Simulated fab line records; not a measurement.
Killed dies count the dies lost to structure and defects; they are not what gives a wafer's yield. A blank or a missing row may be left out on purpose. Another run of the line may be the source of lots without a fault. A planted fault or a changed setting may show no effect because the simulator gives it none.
Split-lot trial -- flow n5 finfet -- 21 wafers read across 7 lots, on a route 1938 steps long

ABOUT THE SPLIT
At N5_BEOL_M3_COAT_05 (resist thk 30 nm), the setting spin rpm was moved away from the recipe's 1500 rpm on 5 of the 21 wafers read, by -10.0% to +10.8%. This setting was run at the recipe's value on the other wafers.

FROM THE SPLIT TO THE READING: what the file shows between them, 5 steps
- N5_BEOL_M3_EBR_07
- N5_BEOL_M3_SOFTBAKE_06: time 60 s
- N5_BEOL_M3_EXPOSE_08: exposes mask M3
- N5_BEOL_M3_PEB_09: peb time 60 s
- N5_BEOL_M3_DEVELOP_10: develop time 30 s

THE READING
CAR-EUV_of_BEOL_M3_COAT_05.thk nm (the simulator's own value, which no gauge read), in nm, at N5_BEOL_M3_DESCUM_16 (chemistry O2, time 7 s). The file gives no usual value for it. Here, 16 wafers ran the recipe; their average is 26.1 nm with a standard deviation of 0.087 nm.

wafer,"tool, chamber at the split","spin rpm as run, rpm",against the recipe,"CAR-EUV_of_BEOL_M3_COAT_05.thk nm, nm",against lot-mates on the recipe
L081.2,"litho track-04, 0",1500,recipe,26,-
L081.6,"litho track-04, 0",1500,recipe,26,-
L081.3,"litho track-04, 0",1621,+8.1%,24.8,-1.2
L082.2,"litho track-02, 0",1662,+10.8%,24.4,-1.6
L082.3,"litho track-02, 0",1500,recipe,26,-
L082.5,"litho track-02, 0",1500,recipe,26,-
L088.1,"litho track-02, 0",1500,recipe,26,-
L088.4,"litho track-02, 0",1500,recipe,26,-
L088.5,"litho track-02, 0",1500,recipe,26,-
L087.1,"litho track-02, 0",1500,recipe,26.2,-
L087.3,"litho track-02, 0",1500,recipe,26,-
L087.5,"litho track-02, 0",1350,-10.0%,27.8,+1.7
L089.3,"litho track-02, 0",1500,recipe,26,-
L089.4,"litho track-02, 0",1500,recipe,26,-
L089.5,"litho track-02, 0",1500,recipe,26,-
L092.2,"litho track-01, 0",1634,+8.9%,24.8,-1.4
L092.5,"litho track-01, 0",1634,+8.9%,24.6,-1.6
L092.6,"litho track-01, 0",1500,recipe,26.2,-
L096.3,"litho track-04, 0",1500,recipe,26,-
L096.4,"litho track-04, 0",1500,recipe,26.2,-
L096.5,"litho track-04, 0",1500,recipe,26.2,-

THE FIT
A straight line over all 21 wafers: CAR-EUV_of_BEOL_M3_COAT_05.thk nm changes by -0.159 nm for each +1% of spin rpm; r = -0.99; the points scatter about the line by 0.096 nm.
The same after taking each lot's own level away (the mean of its wafers on the recipe; 21 wafers): -0.161 nm for each +1%; r = -0.99; scatter 0.076 nm.
That fit puts the effect of the largest move of spin rpm on the reading at 1.7 nm.
The span of the lots' own levels, 26.00 to 26.20 nm, comes to 2.3 times the standard deviation stated above.
Hence the lot-to-lot level has little effect on the slope; both slopes agree.
Check: for one of the wafers moved furthest among these (+10.8%), held out of the fit, the line's prediction against its lot-mates is -1.78 nm. Against them it came out at -1.6 nm.

ADDITIONAL SPLITS CARRIED BY THESE WAFERS
Other splits were also applied to these wafers ahead of the reading. Each is held against what the fit with the lots' levels taken away leaves over:
other split on the same wafers,wafers away from the commonest value,r with CAR-EUV_of_BEOL_M3_COAT_05.thk nm (lot level and that fit taken away)
N5_BEOL_M0_CUTY_EXPOSE_54 dose mj,7,-0.05
N5_BEOL_M0_ETCH_138 source w,4,-0.25
N5_BEOL_M1_ETCH_64 source w,5,+0.09
N5_BEOL_M2_EXPOSE_08 dose mj,6,-0.13
N5_BEOL_M2_DESCUM_16 time s,4,-0.17
N5_BEOL_M2_ALD_98 ald cycles,5,-0.10
N5_BEOL_M3_ILD_DEP_00 time s,7,-0.03

THE WHOLE CHAIN: every reading that the file lists as answering this split, in the file's order
step,what it does,reading,change (the file's fit),r (the file's)
N5_BEOL_M3_COAT_05,resist thk 30 nm,"CAR-EUV_of_BEOL_M3_COAT_05.thk nm (the simulator's own value, which no gauge read)",-0.151 nm for each +1% of the setting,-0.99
N5_BEOL_M3_DEVELOP_10,develop time 30 s,"CAR-EUV_of_BEOL_M3_COAT_05.thk nm (the simulator's own value, which no gauge read)",-0.145 nm for each +1% of the setting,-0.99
N5_BEOL_M3_DESCUM_16,"chemistry O2, time 7 s","CAR-EUV_of_BEOL_M3_COAT_05.thk nm (the simulator's own value, which no gauge read)",-0.159 nm for each +1% of the setting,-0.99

THE FILE'S OWN FIT
CAR-EUV_of_BEOL_M3_COAT_05.thk nm changes by -0.159 nm for each +1% of spin rpm, r = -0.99.
